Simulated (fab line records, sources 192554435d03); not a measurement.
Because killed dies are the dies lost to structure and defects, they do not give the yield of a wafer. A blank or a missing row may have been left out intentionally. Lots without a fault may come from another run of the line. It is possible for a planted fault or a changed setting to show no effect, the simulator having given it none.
Matching of chambers | flow n5 finfet | 4 sister chambers for N5_BEOL_M2_STRIP_19 on rie diel-05
The step strips in O2. 24 wafers are shown with their chamber, then 12 later ones without.

## WAFERS PAIRED WITH THEIR CHAMBERS
wafer  | chamber | showerhead plenum p Torr (Torr) | drypump motor current A (A) | throttle valve pct (%)
L074.3 | 1       | 2.04                            | 5.9                         | 16.63
L074.4 | 0       | 2.12                            | 5.7                         | 16.33
L074.5 | 0       | 2.12                            | 5.7                         | 16.33
L076.1 | 3       | 2.14                            | 6.3                         | 16.83
L076.2 | 1       | 2.04                            | 5.8                         | 16.63
L076.4 | 2       | 2.05                            | 5.8                         | 16.78
L079.2 | 0       | 2.12                            | 5.7                         | 16.33
L079.3 | 1       | 2.04                            | 5.9                         | 16.63
L079.4 | 3       | 2.14                            | 6.3                         | 16.83
L080.2 | 3       | 2.14                            | 6.3                         | 16.82
L080.4 | 0       | 2.12                            | 5.8                         | 16.33
L080.5 | 0       | 2.12                            | 5.8                         | 16.33
L083.4 | 1       | 2.03                            | 5.9                         | 16.62
L083.5 | 2       | 2.05                            | 5.8                         | 16.80
L083.6 | 3       | 2.13                            | 6.3                         | 16.82
L085.1 | 2       | 2.05                            | 5.7                         | 16.82
L085.4 | 1       | 2.03                            | 5.9                         | 16.65
L085.5 | 2       | 2.05                            | 5.7                         | 16.82
L088.1 | 1       | 2.03                            | 5.9                         | 16.66
L088.3 | 3       | 2.13                            | 6.3                         | 16.42
L088.4 | 2       | 2.05                            | 5.8                         | 16.83
L090.1 | 0       | 2.11                            | 5.8                         | 16.38
L090.2 | 3       | 2.13                            | 6.2                         | 16.43
L090.3 | 1       | 2.03                            | 5.9                         | 16.66

SIGNATURES (averages over the wafers above)
reading                  | chamber 0 | chamber 1 | chamber 2 | chamber 3 | scatter within a chamber
showerhead plenum p Torr | 2.1183    | 2.0343    | 2.0500    | 2.1350    | 0.0045
drypump motor current A  | 5.750     | 5.886     | 5.760     | 6.283     | 0.0469
throttle valve pct       | 16.3383   | 16.6400   | 16.8100   | 16.6917   | 0.105
Rule: a wafer's distance from a chamber is the root of the sum, over the readings, of the square of ((its reading less the chamber's mean) divided by the reading's scatter). If the next closest chamber is less than 2 further off than the closest, the wafer can't be placed; otherwise it belongs to the closest. How the scatter is found: for the shown wafers, subtract from each reading the mean of its chamber, square and add these, divide the total by (wafers less chambers), then take the root.

## WAFERS MISSING THEIR CHAMBER
wafer  | showerhead plenum p Torr (Torr) | drypump motor current A (A) | throttle valve pct (%)
L092.1 | 2.11                            | 5.7                         | 16.38
L092.4 | 2.05                            | 5.8                         | 16.84
L092.5 | 2.05                            | 5.8                         | 16.83
L093.1 | 2.11                            | 5.7                         | 16.38
L093.4 | 2.13                            | 6.3                         | 16.43
L093.6 | 2.11                            | 5.8                         | 16.39
L094.1 | 2.11                            | 5.7                         | 16.38
L094.2 | 2.04                            | 5.7                         | 16.85
L094.3 | 2.03                            | 5.9                         | 16.68
L094.4 | 2.13                            | 6.2                         | 16.44
L094.5 | 2.11                            | 5.7                         | 16.39
L094.6 | 2.13                            | 6.2                         | 16.44

## WHICH CHAMBER EACH WENT THROUGH
wafer  | from the rows above | in truth
L092.1 | 0                   | 0
L092.4 | 2                   | 2
L092.5 | 2                   | 2
L093.1 | 0                   | 0
L093.4 | 3                   | 3
L093.6 | 0                   | 0
L094.1 | 0                   | 0
L094.2 | 2                   | 2
L094.3 | 1                   | 1
L094.4 | 3                   | 3
L094.5 | 0                   | 0
L094.6 | 3                   | 3
12 of 12 placed correctly. Can't be placed from these rows: 0. Placed wrongly: 0.
